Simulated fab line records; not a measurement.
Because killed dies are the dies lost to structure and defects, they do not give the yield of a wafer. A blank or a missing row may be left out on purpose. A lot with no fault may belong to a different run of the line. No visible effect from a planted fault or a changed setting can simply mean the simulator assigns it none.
Matching of chambers || flow nandHarc || NHARC_A_STAIRCASE_ALD_420 on aldHk-01 has 4 sister chambers
The step deposits SiO2, target thk 20 nm, pulse time 6 s, ald cycles 200. 27 wafers are shown with their chamber, then 12 later ones without.

== WAFERS, EACH WITH ITS CHAMBER ==
{"wafer": "L075.1", "chamber": 1, "heaterPowerW (W)": 444, "precursorPulseHeightRel": 1.022}
{"wafer": "L075.2", "chamber": 3, "heaterPowerW (W)": 408, "precursorPulseHeightRel": 1.007}
{"wafer": "L075.5", "chamber": 3, "heaterPowerW (W)": 398, "precursorPulseHeightRel": 1.010}
{"wafer": "L076.2", "chamber": 0, "heaterPowerW (W)": 427, "precursorPulseHeightRel": 1.001}
{"wafer": "L076.5", "chamber": 3, "heaterPowerW (W)": 414, "precursorPulseHeightRel": 0.997}
{"wafer": "L076.6", "chamber": 2, "heaterPowerW (W)": 589, "precursorPulseHeightRel": 0.992}
{"wafer": "L078.1", "chamber": 2, "heaterPowerW (W)": 598, "precursorPulseHeightRel": 1.024}
{"wafer": "L078.5", "chamber": 1, "heaterPowerW (W)": 446, "precursorPulseHeightRel": 1.003}
{"wafer": "L078.6", "chamber": 2, "heaterPowerW (W)": 593, "precursorPulseHeightRel": 1.018}
{"wafer": "L079.1", "chamber": 2, "heaterPowerW (W)": 571, "precursorPulseHeightRel": 1.007}
{"wafer": "L079.5", "chamber": 0, "heaterPowerW (W)": 435, "precursorPulseHeightRel": 1.024}
{"wafer": "L079.6", "chamber": 3, "heaterPowerW (W)": 410, "precursorPulseHeightRel": 1.010}
{"wafer": "L084.1", "chamber": 3, "heaterPowerW (W)": 418, "precursorPulseHeightRel": 1.002}
{"wafer": "L084.2", "chamber": 1, "heaterPowerW (W)": 454, "precursorPulseHeightRel": 1.015}
{"wafer": "L084.6", "chamber": 3, "heaterPowerW (W)": 413, "precursorPulseHeightRel": 1.002}
{"wafer": "L087.2", "chamber": 3, "heaterPowerW (W)": 402, "precursorPulseHeightRel": 1.017}
{"wafer": "L087.4", "chamber": 2, "heaterPowerW (W)": 572, "precursorPulseHeightRel": 0.998}
{"wafer": "L087.5", "chamber": 3, "heaterPowerW (W)": 427, "precursorPulseHeightRel": 0.977}
{"wafer": "L087.1", "chamber": 1, "heaterPowerW (W)": 450, "precursorPulseHeightRel": 0.997}
{"wafer": "L087.3", "chamber": 0, "heaterPowerW (W)": 418, "precursorPulseHeightRel": 0.971}
{"wafer": "L087.6", "chamber": 0, "heaterPowerW (W)": 422, "precursorPulseHeightRel": 0.982}
{"wafer": "L089.2", "chamber": 1, "heaterPowerW (W)": 450, "precursorPulseHeightRel": 0.999}
{"wafer": "L089.5", "chamber": 2, "heaterPowerW (W)": 586, "precursorPulseHeightRel": 0.991}
{"wafer": "L089.6", "chamber": 3, "heaterPowerW (W)": 414, "precursorPulseHeightRel": 1.006}
{"wafer": "L088.2", "chamber": 3, "heaterPowerW (W)": 423, "precursorPulseHeightRel": 0.967}
{"wafer": "L088.3", "chamber": 0, "heaterPowerW (W)": 421, "precursorPulseHeightRel": 1.001}
{"wafer": "L088.5", "chamber": 3, "heaterPowerW (W)": 415, "precursorPulseHeightRel": 0.993}

SIGNATURES (means of the wafers above)
{"reading": "heaterPowerW", "chamber 0": 424.60, "chamber 1": 448.80, "chamber 2": 584.83, "chamber 3": 412.91, "scatter within a chamber": 8.23}
{"reading": "precursorPulseHeightRel", "chamber 0": 0.99580, "chamber 1": 1.00720, "chamber 2": 1.00500, "chamber 3": 0.99891, "scatter within a chamber": 0.0152}
Rule: distance of a wafer from a chamber = root of the sum over the readings of ((wafer's reading minus chamber's mean) / reading's scatter) squared. The wafer belongs to the nearest chamber; if the next one is less than 2 further off, it can't be placed. The scatter: take each reading less its chamber's mean, square it, sum over the shown wafers, divide by the number of wafers less the number of chambers, and take the root.

== WAFERS WITH NO CHAMBER GIVEN ==
{"wafer": "L090.2", "heaterPowerW (W)": 422, "precursorPulseHeightRel": 0.970}
{"wafer": "L090.5", "heaterPowerW (W)": 469, "precursorPulseHeightRel": 1.029}
{"wafer": "L090.6", "heaterPowerW (W)": 583, "precursorPulseHeightRel": 1.010}
{"wafer": "L095.2", "heaterPowerW (W)": 460, "precursorPulseHeightRel": 0.997}
{"wafer": "L095.5", "heaterPowerW (W)": 568, "precursorPulseHeightRel": 0.986}
{"wafer": "L095.6", "heaterPowerW (W)": 447, "precursorPulseHeightRel": 0.955}
{"wafer": "L095.1", "heaterPowerW (W)": 418, "precursorPulseHeightRel": 1.025}
{"wafer": "L095.3", "heaterPowerW (W)": 427, "precursorPulseHeightRel": 1.024}
{"wafer": "L095.4", "heaterPowerW (W)": 599, "precursorPulseHeightRel": 0.993}
{"wafer": "L096.1", "heaterPowerW (W)": 456, "precursorPulseHeightRel": 0.984}
{"wafer": "L096.3", "heaterPowerW (W)": 430, "precursorPulseHeightRel": 0.985}
{"wafer": "L096.4", "heaterPowerW (W)": 426, "precursorPulseHeightRel": 0.972}

== CHAMBER TAKEN BY EACH ==
{"wafer": "L090.2", "from the rows above": "can't be placed: 0 or 3", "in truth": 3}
{"wafer": "L090.5", "from the rows above": 1, "in truth": 1}
{"wafer": "L090.6", "from the rows above": 2, "in truth": 2}
{"wafer": "L095.2", "from the rows above": 1, "in truth": 1}
{"wafer": "L095.5", "from the rows above": 2, "in truth": 2}
{"wafer": "L095.6", "from the rows above": "can't be placed: 1 or 0 or 3", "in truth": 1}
{"wafer": "L095.1", "from the rows above": "can't be placed: 3 or 0", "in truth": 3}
{"wafer": "L095.3", "from the rows above": "can't be placed: 0 or 3 or 1", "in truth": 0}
{"wafer": "L095.4", "from the rows above": 2, "in truth": 2}
{"wafer": "L096.1", "from the rows above": 1, "in truth": 1}
{"wafer": "L096.3", "from the rows above": "can't be placed: 0 or 3 or 1", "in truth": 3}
{"wafer": "L096.4", "from the rows above": "can't be placed: 0 or 3", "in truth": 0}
Placed correctly: 6 of 12. Unplaceable from these rows: 6, with the true chamber sitting among the candidates in 6. Placed wrongly: 0.
